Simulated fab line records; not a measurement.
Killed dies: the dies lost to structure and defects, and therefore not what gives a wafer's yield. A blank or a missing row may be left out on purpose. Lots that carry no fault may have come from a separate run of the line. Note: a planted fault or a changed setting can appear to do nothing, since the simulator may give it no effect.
Chamber matching -- flow n5 finfet -- N5_BEOL_M4_DEP_57 on pecvd-01: 3 sister chambers
The step deposits SiCN from 3MS/NH3, target thk 8 nm, time 14 s. 14 wafers are shown with their chamber, then 7 later ones without.

## EACH WAFER AND ITS CHAMBER
wafer,chamber,throttle valve pct (%),showerhead plenum p Torr (Torr)
L075.3,1,10.0,3.642
L075.5,1,9.8,3.651
L075.6,0,10.4,3.636
L079.3,0,10.2,3.648
L079.4,2,9.0,3.634
L079.6,0,10.3,3.629
L083.1,0,10.2,3.644
L083.3,2,8.8,3.632
L083.6,2,8.7,3.635
L087.3,2,8.7,3.629
L087.5,2,8.9,3.633
L087.6,0,10.2,3.645
L089.3,1,9.9,3.660
L089.5,0,10.3,3.626

SIGNATURES, as means of the wafers listed above
reading,chamber 0,chamber 1,chamber 2,scatter within a chamber
throttle valve pct,10.267,9.900,8.820,0.105
showerhead plenum p Torr,3.63800,3.65100,3.63260,0.00737
Rule: for each reading, subtract the chamber's mean from the wafer's reading, divide by that reading's scatter and square the result; add these up over the readings and take the root, which gives the wafer's distance from the chamber. The wafer belongs to the nearest chamber; if the next one is less than 2 further off, it can't be placed. How the scatter is found: for the shown wafers, subtract from each reading the mean of its chamber, square and add these, divide the total by (wafers less chambers), then take the root.

## WAFERS WITHOUT THEIR CHAMBER
wafer,throttle valve pct (%),showerhead plenum p Torr (Torr)
L089.6,8.6,3.633
L092.1,9.8,3.652
L092.2,8.8,3.623
L092.6,10.3,3.638
L097.2,8.9,3.637
L097.5,9.9,3.664
L097.6,9.1,3.643

## THE CHAMBER EACH PASSED THROUGH
wafer,from the rows above,in truth
L089.6,2,2
L092.1,1,1
L092.2,2,2
L092.6,0,0
L097.2,2,2
L097.5,1,1
L097.6,2,2
Correct placement for 7 of the 7. From these rows, 0 cannot be placed. Number placed wrongly: 0.
